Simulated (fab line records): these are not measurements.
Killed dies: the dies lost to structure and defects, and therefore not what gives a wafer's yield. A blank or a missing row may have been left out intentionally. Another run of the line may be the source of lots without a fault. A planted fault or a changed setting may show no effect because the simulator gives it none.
Chamber matching / flow n5-finfet / 4 sister chambers for N5_SDB_HM_OPEN_20 on rie-diel-03
The step chemistry CH3F/O2, target SiNx, stops on poly-Si, target depth 24 nm. 4 wafers are shown with their chamber, then 8 later ones without.

== WAFERS, EACH WITH ITS CHAMBER ==
wafer=L090.4; chamber=0; drypump-motor-current-A (A)=5.84
wafer=L091.2; chamber=2; drypump-motor-current-A (A)=4.95
wafer=L091.4; chamber=1; drypump-motor-current-A (A)=5.83
wafer=L092.1; chamber=3; drypump-motor-current-A (A)=5.43

== WAFERS WHOSE CHAMBER IS MISSING ==
wafer=L092.2; drypump-motor-current-A (A)=4.96
wafer=L092.3; drypump-motor-current-A (A)=5.82
wafer=L093.1; drypump-motor-current-A (A)=5.85
wafer=L093.2; drypump-motor-current-A (A)=5.44
wafer=L093.4; drypump-motor-current-A (A)=5.83
wafer=L095.3; drypump-motor-current-A (A)=5.80
wafer=L095.4; drypump-motor-current-A (A)=5.43
wafer=L095.5; drypump-motor-current-A (A)=5.80

== WHICH CHAMBER EACH ONE RAN IN ==
wafer=L092.2; from the rows above=2; in truth=2
wafer=L092.3; from the rows above=can't be placed: 1 or 0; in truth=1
wafer=L093.1; from the rows above=can't be placed: 0 or 1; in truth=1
wafer=L093.2; from the rows above=3; in truth=3
wafer=L093.4; from the rows above=can't be placed: 1 or 0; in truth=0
wafer=L095.3; from the rows above=can't be placed: 1 or 0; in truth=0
wafer=L095.4; from the rows above=3; in truth=3
wafer=L095.5; from the rows above=can't be placed: 1 or 0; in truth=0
Placed correctly: 3 of 8. Unplaceable from these rows: 5, with the true chamber sitting among the candidates in 5. Wrongly placed: 0.
How it was worked out, from the rows above alone: a wafer's distance from a chamber is the root of the sum, over the readings, of the square of ((its reading less the chamber's mean) divided by the reading's scatter). The wafer belongs to the nearest chamber; if the next one is less than 2 further off, it can't be placed. A chamber's mean is the mean of its shown wafers. The scatter (one wafer shown for each chamber): square how far every hidden wafer sits from the nearest shown wafer, average those squares and take the square root.
